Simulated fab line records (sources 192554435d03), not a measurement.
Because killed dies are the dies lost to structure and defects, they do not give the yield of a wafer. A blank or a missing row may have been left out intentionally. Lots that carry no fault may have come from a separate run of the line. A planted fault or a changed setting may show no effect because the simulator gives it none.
fab line records -- flow n5_finfet
record: lots: 5, wafers: 15, last_day: 22
route steps=1938 shown BEOL_M5@1162
lots with no fault: from the same line, run without faults
start_h: hours from the record's opening day to when the first of the lot's shown wafers began -- wait_h: time in hours since the lot's previous step -- " as in the row above -- L1.1+2: a single row standing in for several wafers -- - either no value or no given start -- * or withheld: withheld -- < > ~ a bound
route shown NAME@n: a module of which the file shows steps, and the number in the route of the first -- usual: mean/standard deviation of fault-free wafers -- same: alike in all rows -- chamber/n: place in a boat -- sites: per-site readings -- _std_site: the values' standard deviation -- _edge_site: outer sites' mean less inner sites' -- radius_mm: for every site, how far away it sits from the centre of the wafer -- mask NAME#n: copy n -- behind: tool/chamber where the wafer was last shaped -- hold: what put the lot on hold/how long, in hours/how the hold closed -- device: whichever transistor did not switch (one of n, p or np) -- end of line: tests of these same wafers at the route's end -- a step given without rows: its recipe and nothing more -- killed: the dies lost at the first sort to structure and to defects; this is not the yield of the wafer -- map: a wafer's dies, marking killed ones x, the rest . and places with no die _
set.NAME: setting as actually run; set.NAME@STEP: the setting as run at that earlier step -- model.NAME: the simulator's own value behind a step, which no gauge read
certain route steps with their lots: each step a table, each wafer a row
services: from which hour (start_h, from the record's first day; less than 0 if before it) a tool's chamber was out of use, for how many hours, and why
== steps ==
step: N5_BEOL_M5_STRIP_91
recipe: chemistry: N2/H2, time_s: 10, power_w: 450, temp_c: 40, pressure_mtorr: 20, rf_frequency_hz: 6e+07, bias_power_w: 7, n2_flow_sccm: 200, h2_flow_sccm: 200
usual: drypump_motor_current_A: 5.9/0.35, oes_product_au: 0.82/0.069, rf_vpp_V: 59.2/0.84, showerhead_plenum_p_Torr: 2.54/0.083, throttle_valve_pct: 23.62/0.23
lot.wafer,tool,chamber,start_h,wait_h,drypump_motor_current_A,oes_product_au,rf_hours_counter_h,rf_vpp_V,showerhead_plenum_p_Torr,throttle_valve_pct
L076.1,rie_diel-01,0,-,-,5.4,0.90,26,61.3,2.49,23.59
L076.2,rie_diel-01,3,-,-,6.0,0.87,45,58.2,2.59,23.53
L076.3,rie_diel-01,2,-,-,5.7,0.81,88,59.7,2.57,23.93
L083.1,rie_diel-06,2,-,-,5.5,0.77,143,58.5,2.55,23.46
L083.5,rie_diel-06,0,-,-,6.5,0.74,-,59.3,2.63,23.77
L083.6,rie_diel-06,1,-,-,6.3,0.89,-,59.7,2.48,23.67
L089.4,rie_diel-03,2,-,-,5.9,0.78,111,60.0,2.56,23.76
L089.5,rie_diel-03,0,-,-,6.0,0.81,-,58.3,2.46,23.79
L089.6,rie_diel-03,3,-,-,6.2,0.76,-,58.7,2.43,23.33
L082.2,rie_diel-03,0,-,-,6.0,0.79,103,58.2,2.46,23.80
L082.4,rie_diel-03,3,-,-,6.2,0.75,159,59.7,2.43,23.33
L082.5,rie_diel-03,1,-,-,5.2,0.92,-,60.0,2.59,23.19
L096.1,rie_diel-01,2,-,-,5.7,0.77,127,58.9,2.55,23.98
L096.2,rie_diel-01,3,-,-,6.1,0.82,87,59.5,2.57,23.58
L096.5,rie_diel-01,2,-,-,5.7,0.77,-,59.4,2.55,23.99
step: N5_BEOL_M5_OCD_MEAS_38
usual: trench_depth_nm: 71.8/0.94
lot.wafer,tool,chamber,start_h,wait_h,trench_depth_nm
L076.1,ocd-01,-,234.00,-,71.8
L076.2,ocd-01,-,234.00,-,72.1
L076.3,ocd-01,-,234.00,-,71.8
L083.1,ocd-02,-,318.17,-,71.3
L083.5,ocd-02,-,318.17,-,70.3
L083.6,ocd-02,-,318.17,-,71.9
L089.4,ocd-01,-,399.17,-,71.1
L089.5,ocd-01,-,399.17,-,71.4
L089.6,ocd-01,-,399.17,-,70.1
L082.2,ocd-01,-,408.66,-,71.6
L082.4,ocd-01,-,408.66,-,71.2
L082.5,ocd-01,-,408.66,-,71.3
L096.1,ocd-02,-,408.94,-,71.1
L096.2,ocd-02,-,408.94,-,73.3
L096.5,ocd-02,-,408.94,-,71.9
step: N5_BEOL_M5_HM_STRIP_39
recipe: chemistry: peroxide_tin_strip, material: TiN, target_depth_a: 250, temp_c: 50, time_s: 158
lot.wafer,tool,chamber,start_h,wait_h
L076.1+2+3,wet_bench-01,"2,5,1",234.03,0.0
L083.1+5+6,wet_bench-04,"2,4,1",318.20,0.0
L089.4+5+6,wet_bench-02,"2,6,3",399.20,0.0
L082.2+4+5,wet_bench-01,"5,7,6",408.69,0.0
L096.1+2+5,wet_bench-02,"6,7,3",408.97,0.0
step: N5_BEOL_M5_SRD_40
recipe: time_s: 30, temp_c: 23, rinse_liquid: diw, dry: ipa_marangoni
lot.wafer,tool,chamber,start_h,wait_h
L076.1+2+3,wet_bench-01,"2,5,1",234.07,0.0
L083.1+5+6,wet_bench-04,"2,4,1",318.26,0.0
L089.4+5+6,wet_bench-02,"2,6,3",399.24,0.0
L082.2+4+5,wet_bench-01,"5,7,6",408.74,0.0
L096.1+2+5,wet_bench-02,"6,7,3",409.02,0.0
step: N5_BEOL_M5_PRECLEAN_42
recipe: chemistry: residue_remover, time_s: 60, temp_c: 40
lot.wafer,tool,chamber,start_h,wait_h
L076.1+2+3,wet_bench-01,"2,5,1",234.09,0.0
L083.1+5+6,wet_bench-04,"2,4,1",318.27,0.0
L089.4+5+6,wet_bench-02,"2,6,3",399.26,0.0
L082.2+4+5,wet_bench-01,"5,7,6",408.76,0.0
L096.1+2+5,wet_bench-02,"6,7,3",409.04,0.0
step: N5_BEOL_M5_SRD_43
recipe: time_s: 30, temp_c: 23, rinse_liquid: diw, dry: ipa_marangoni
lot.wafer,tool,chamber,start_h,wait_h
L076.1+2+3,wet_bench-01,"2,5,1",234.11,0.0
L083.1+5+6,wet_bench-04,"2,4,1",318.29,0.0
L089.4+5+6,wet_bench-02,"2,6,3",399.28,0.0
L082.2+4+5,wet_bench-01,"5,7,6",408.78,0.0
L096.1+2+5,wet_bench-02,"6,7,3",409.06,0.0
step: N5_BEOL_M5_CD_MEAS_35
recipe: target_cd_nm: 28, target_cd_y_nm: 24, polarity: opening
usual: cd_nm: 28.08/0.3
lot.wafer,tool,chamber,start_h,wait_h,cd_nm
L076.1,cd_sem-03,-,234.15,0.0,27.86
L076.2,cd_sem-03,-,234.15,0.0,27.78
L076.3,cd_sem-03,-,234.15,0.0,28.05
L083.1,cd_sem-01,-,318.33,0.0,28.06
L083.5,cd_sem-01,-,318.33,0.0,27.50
L083.6,cd_sem-01,-,318.33,0.0,27.83
L089.4,cd_sem-01,-,399.32,0.0,28.33
L089.5,cd_sem-01,-,399.32,0.0,28.73
L089.6,cd_sem-01,-,399.32,0.0,28.25
L082.2,cd_sem-01,-,408.82,0.0,28.54
L082.4,cd_sem-01,-,408.82,0.0,28.55
L082.5,cd_sem-01,-,408.82,0.0,28.56
L096.1,cd_sem-01,-,409.10,0.0,27.55
L096.2,cd_sem-01,-,409.10,0.0,28.46
L096.5,cd_sem-01,-,409.10,0.0,27.81
step: N5_BEOL_M5_CURE_80
recipe: temp_c: 370, time_s: 120, ambient: DMADMS/He, material: SiCOH_lowk
usual: lamp_power_pct: 52.31/0.058, wafer_temp_C_max: 371.6/0.47
lot.wafer,tool,chamber,start_h,wait_h,lamp_power_pct,wafer_temp_C_max
L076.1,uv_cure-03,2,234.19,0.0,52.34,370.9
L076.2,uv_cure-03,2,234.19,0.0,52.39,371.6
L076.3,uv_cure-03,2,234.19,0.0,52.28,371.6
L083.1,uv_cure-03,1,318.38,0.0,52.30,371.5
L083.5,uv_cure-03,1,318.38,0.0,52.30,371.9
L083.6,uv_cure-03,1,318.38,0.0,52.28,371.7
L089.4,uv_cure-01,0,399.51,0.2,52.32,372.5
L089.5,uv_cure-01,0,399.51,0.2,52.17,371.8
L089.6,uv_cure-01,0,399.51,0.2,52.31,372.4
L082.2,uv_cure-01,0,408.91,0.1,52.26,372.2
L082.4,uv_cure-01,0,408.91,0.1,52.36,371.9
L082.5,uv_cure-01,0,408.91,0.1,52.37,372.4
L096.1,uv_cure-02,2,409.17,0.1,52.33,371.5
L096.2,uv_cure-02,2,409.17,0.1,52.41,371.5
L096.5,uv_cure-02,2,409.17,0.1,52.31,371.3
step: N5_BEOL_M5_DEGAS_44
recipe: ambient: vacuum, temp_c: 250, time_s: 60
usual: heater_power_w: 326/30
lot.wafer,tool,chamber,start_h,wait_h,heater_power_w
L076.1,pvd_sputter-01,-,234.81,0.5,293
L076.2,pvd_sputter-01,-,234.81,0.5,338
L076.3,pvd_sputter-01,-,234.81,0.5,286
L083.1,pvd_sputter-02,-,318.70,0.3,369
L083.5,pvd_sputter-02,-,318.70,0.3,307
L083.6,pvd_sputter-02,-,318.70,0.3,370
L089.4,pvd_sputter-02,-,399.81,0.3,339
L089.5,pvd_sputter-02,-,399.81,0.3,318
L089.6,pvd_sputter-02,-,399.81,0.3,364
L082.2,pvd_sputter-01,-,409.40,0.4,339
L082.4,pvd_sputter-01,-,409.40,0.4,332
L082.5,pvd_sputter-01,-,409.40,0.4,286
L096.1,pvd_sputter-01,-,409.64,0.4,287
L096.2,pvd_sputter-01,-,409.64,0.4,327
L096.5,pvd_sputter-01,-,409.64,0.4,292
step: N5_BEOL_M5_PRE_CLEAN_45
recipe: gas: H2/He, time_s: 30, temp_c: 250
usual: heater_power_w: 325/30
lot.wafer,tool,chamber,start_h,wait_h,heater_power_w
L076.1,pvd_sputter-01,-,234.85,0.0,290
L076.2,pvd_sputter-01,-,234.85,0.0,325
L076.3,pvd_sputter-01,-,234.85,0.0,287
L083.1,pvd_sputter-02,-,318.74,0.0,370
L083.5,pvd_sputter-02,-,318.74,0.0,310
L083.6,pvd_sputter-02,-,318.74,0.0,371
L089.4,pvd_sputter-02,-,399.85,0.0,342
L089.5,pvd_sputter-02,-,399.85,0.0,318
L089.6,pvd_sputter-02,-,399.85,0.0,371
L082.2,pvd_sputter-01,-,409.44,0.0,322
L082.4,pvd_sputter-01,-,409.44,0.0,333
L082.5,pvd_sputter-01,-,409.44,0.0,289
L096.1,pvd_sputter-01,-,409.68,0.0,293
L096.2,pvd_sputter-01,-,409.68,0.0,333
L096.5,pvd_sputter-01,-,409.68,0.0,290
step: N5_BEOL_M5_ALD_86
recipe: material: TaN, target_thk_a: *, temp_c: 275, ald_precursor_family: PDMAT, ald_co_reactant: NH3, pressure_torr: 3, carrier_flow_sccm: 1500, pulse_time_s: 2, purge_time_s: 3, co_reactant_purge_time_s: 2, co_reactant_pulse_time_s: 3, ald_cycles: 30, precursor_vessel_temp_c: 75, precursor_vessel_pressure_torr: 26.25, precursor_vessel_carrier_sccm: 1000
usual: heater_power_w: 417/49, mfc_carrier_sccm: 1500/4.1
same: ald_cycles: 30
lot.wafer,tool,chamber,start_h,wait_h,heater_power_w,mfc_carrier_sccm
L076.1,ald_metal-02,1,234.91,0.0,470,1502
L076.2,ald_metal-02,2,234.91,0.0,458,1498
L076.3,ald_metal-02,0,234.91,0.0,342,1496
L083.1,ald_metal-02,2,318.81,0.0,480,1498
L083.5,ald_metal-02,0,318.81,0.0,344,1499
L083.6,ald_metal-02,3,318.81,0.0,460,1508
L089.4,ald_metal-03,2,400.01,0.1,427,1495
L089.5,ald_metal-03,1,400.01,0.1,327,1504
L089.6,ald_metal-03,2,400.01,0.1,430,1498
L082.2,ald_metal-02,2,409.50,0.0,472,1501
L082.4,ald_metal-02,1,409.50,0.0,482,1502
L082.5,ald_metal-02,3,409.50,0.0,459,1503
L096.1,ald_metal-02,1,409.74,0.0,482,1497
L096.2,ald_metal-02,3,409.74,0.0,469,1501
L096.5,ald_metal-02,2,409.74,0.0,476,1501
step: N5_BEOL_M5_SURFACE_TREAT_87
recipe: gas: Ar, time_s: *, ion_energy_ev: *, ion_current_ma_cm2: 0.5, pressure_mtorr: *, ar_flow_sccm: 30
usual: throttle_valve_pct: *
lot.wafer,tool,chamber,start_h,wait_h,throttle_valve_pct
L076.1,pvd_sputter-02,-,235.22,0.2,*
L076.2,pvd_sputter-02,-,235.22,0.2,*
L076.3,pvd_sputter-02,-,235.22,0.2,*
L083.1,pvd_sputter-01,-,319.03,0.1,*
L083.5,pvd_sputter-01,-,319.03,0.1,*
L083.6,pvd_sputter-01,-,319.03,0.1,*
L089.4,pvd_sputter-03,-,400.48,0.4,*
L089.5,pvd_sputter-03,-,400.48,0.4,*
L089.6,pvd_sputter-03,-,400.48,0.4,*
L082.2,pvd_sputter-01,-,409.86,0.3,*
L082.4,pvd_sputter-01,-,409.86,0.3,*
L082.5,pvd_sputter-01,-,409.86,0.3,*
L096.1,pvd_sputter-01,-,409.98,0.1,*
L096.2,pvd_sputter-01,-,409.98,0.1,*
L096.5,pvd_sputter-01,-,409.98,0.1,*
step: N5_BEOL_M5_CVD_47
recipe: material: Co, target_thk_a: 30, temp_c: withheld, precursor: CCTBA/H2, pressure_torr: 30, time_s: 216
lot.wafer,tool,chamber,start_h,wait_h
L076.1+2+3,cvd_co-02,"0,2,1",235.36,0.1
L083.1+5+6,cvd_co-02,"0,1,2",319.16,0.1
L089.4+5+6,cvd_co-02,"1,2,0",400.61,0.1
L082.2+4+5,cvd_co-01,"0,1,0",409.97,0.1
L096.1+2+5,cvd_co-01,"0,2,2",410.11,0.1
step: N5_BEOL_M5_SPUTTER_48
recipe: material: Cu, target_thk_a: 150, temp_c: -20, chamber_pressure_pa: 0.07, power_w: withheld, time_s: 27.62
usual: throttle_valve_pct: 29.6/1.1
lot.wafer,tool,chamber,start_h,wait_h,throttle_valve_pct
L076.1,pvd_sputter-02,-,235.60,0.2,30.9
L076.2,pvd_sputter-02,-,235.60,0.2,30.1
L076.3,pvd_sputter-02,-,235.60,0.2,28.5
L083.1,pvd_sputter-02,-,319.31,0.1,28.7
L083.5,pvd_sputter-02,-,319.31,0.1,31.1
L083.6,pvd_sputter-02,-,319.31,0.1,28.6
L089.4,pvd_sputter-03,-,400.70,0.0,29.3
L089.5,pvd_sputter-03,-,400.70,0.0,29.2
L089.6,pvd_sputter-03,-,400.70,0.0,28.8
L082.2,pvd_sputter-01,-,410.14,0.1,28.7
L082.4,pvd_sputter-01,-,410.14,0.1,30.1
L082.5,pvd_sputter-01,-,410.14,0.1,28.7
L096.1,pvd_sputter-02,-,410.27,0.1,31.1
L096.2,pvd_sputter-02,-,410.27,0.1,30.3
L096.5,pvd_sputter-02,-,410.27,0.1,30.8
step: N5_BEOL_M5_ANNEAL_49
recipe: temp_c: 400, time_s: 1800, ambient: vacuum
usual: heater_power_w: 811/77
lot.wafer,tool,chamber,start_h,wait_h,heater_power_w
L076.1,pvd_sputter-02,-,235.68,0.0,948
L076.2,pvd_sputter-02,-,235.68,0.0,858
L076.3,pvd_sputter-02,-,235.68,0.0,774
L083.1,pvd_sputter-02,-,319.39,0.0,732
L083.5,pvd_sputter-02,-,319.39,0.0,928
L083.6,pvd_sputter-02,-,319.39,0.0,783
L089.4,pvd_sputter-03,-,400.78,0.0,787
L089.5,pvd_sputter-03,-,400.78,0.0,765
L089.6,pvd_sputter-03,-,400.78,0.0,911
L082.2,pvd_sputter-01,-,410.22,0.0,833
L082.4,pvd_sputter-01,-,410.22,0.0,714
L082.5,pvd_sputter-01,-,410.22,0.0,810
L096.1,pvd_sputter-02,-,410.35,0.0,935
L096.2,pvd_sputter-02,-,410.35,0.0,863
L096.5,pvd_sputter-02,-,410.35,0.0,942
step: N5_BEOL_M5_SPUTTER_81
recipe: material: Cu, target_thk_a: 150, temp_c: -20, chamber_pressure_pa: 0.07, power_w: withheld, time_s: 27.62
usual: throttle_valve_pct: 29.6/1.1
lot.wafer,tool,chamber,start_h,wait_h,throttle_valve_pct
L076.1,pvd_sputter-02,-,236.69,0.5,30.9
L076.2,pvd_sputter-02,-,236.69,0.5,30.2
L076.3,pvd_sputter-02,-,236.69,0.5,28.7
L083.1,pvd_sputter-02,-,320.40,0.5,28.8
L083.5,pvd_sputter-02,-,320.40,0.5,30.9
L083.6,pvd_sputter-02,-,320.40,0.5,28.5
L089.4,pvd_sputter-03,-,401.79,0.5,29.7
L089.5,pvd_sputter-03,-,401.79,0.5,29.3
L089.6,pvd_sputter-03,-,401.79,0.5,28.8
L082.2,pvd_sputter-01,-,411.23,0.5,28.4
L082.4,pvd_sputter-01,-,411.23,0.5,29.8
L082.5,pvd_sputter-01,-,411.23,0.5,28.5
L096.1,pvd_sputter-02,-,411.36,0.5,30.9
L096.2,pvd_sputter-02,-,411.36,0.5,30.3
L096.5,pvd_sputter-02,-,411.36,0.5,31.0
step: N5_BEOL_M5_ANNEAL_82
recipe: temp_c: 400, time_s: 1800, ambient: vacuum
usual: heater_power_w: 812/78
lot.wafer,tool,chamber,start_h,wait_h,heater_power_w
L076.1,pvd_sputter-02,-,236.77,0.0,933
L076.2,pvd_sputter-02,-,236.77,0.0,881
L076.3,pvd_sputter-02,-,236.77,0.0,809
L083.1,pvd_sputter-02,-,320.48,0.0,720
L083.5,pvd_sputter-02,-,320.48,0.0,913
L083.6,pvd_sputter-02,-,320.48,0.0,768
L089.4,pvd_sputter-03,-,401.87,0.0,808
L089.5,pvd_sputter-03,-,401.87,0.0,792
L089.6,pvd_sputter-03,-,401.87,0.0,894
L082.2,pvd_sputter-01,-,411.31,0.0,835
L082.4,pvd_sputter-01,-,411.31,0.0,713
L082.5,pvd_sputter-01,-,411.31,0.0,814
L096.1,pvd_sputter-02,-,411.44,0.0,943
L096.2,pvd_sputter-02,-,411.44,0.0,884
L096.5,pvd_sputter-02,-,411.44,0.0,935
step: N5_BEOL_M5_SPUTTER_83
recipe: material: Cu, target_thk_a: 150, temp_c: -20, chamber_pressure_pa: 0.07, power_w: withheld, time_s: 27.62
usual: throttle_valve_pct: 29.6/1
lot.wafer,tool,chamber,start_h,wait_h,throttle_valve_pct
L076.1,pvd_sputter-02,-,237.77,0.5,31.2
L076.2,pvd_sputter-02,-,237.77,0.5,29.9
L076.3,pvd_sputter-02,-,237.77,0.5,28.8
L083.1,pvd_sputter-02,-,321.49,0.5,28.7
L083.5,pvd_sputter-02,-,321.49,0.5,30.9
L083.6,pvd_sputter-02,-,321.49,0.5,28.6
L089.4,pvd_sputter-03,-,402.87,0.5,29.3
L089.5,pvd_sputter-03,-,402.87,0.5,29.5
L089.6,pvd_sputter-03,-,402.87,0.5,28.8
L082.2,pvd_sputter-01,-,412.31,0.5,28.1
L082.4,pvd_sputter-01,-,412.31,0.5,30.1
L082.5,pvd_sputter-01,-,412.31,0.5,28.4
L096.1,pvd_sputter-02,-,412.45,0.5,31.1
L096.2,pvd_sputter-02,-,412.45,0.5,30.1
L096.5,pvd_sputter-02,-,412.45,0.5,31.1
== services ==
tool,chamber,start_h,hours,kind
cvd_co-02,2,218.39,6.0,repair
rie_diel-01,-,225.35,2.8,pm
uv_cure-01,-,228.30,5.0,pm
uv_cure-01,-,235.82,7.1,pm
ald_metal-02,0,238.24,9.6,repair
wet_bench-04,-,238.94,4.4,pm
uv_cure-01,-,243.99,0.3,repair
cvd_co-02,2,254.09,5.8,repair
rie_diel-01,2,254.21,11.8,repair
cvd_co-02,-,264.61,6.9,pm
uv_cure-01,-,267.57,2.1,pm
rie_diel-06,3,270.58,2.7,repair
pvd_sputter-03,-,273.75,1.9,repair
ald_metal-02,2,279.71,4.9,repair
uv_cure-02,-,296.76,4.3,pm
uv_cure-02,-,314.21,22.2,pm
uv_cure-03,-,316.55,1.0,pm
ald_metal-03,3,317.39,12.6,repair
rie_diel-01,0,323.77,1.3,repair
cvd_co-02,-,339.38,2.6,repair
wet_bench-04,-,358.82,1.9,pm
pvd_sputter-03,-,368.86,6.0,repair
cvd_co-02,-,368.89,6.0,pm
uv_cure-03,-,410.41,0.9,repair
== key ==
fault none
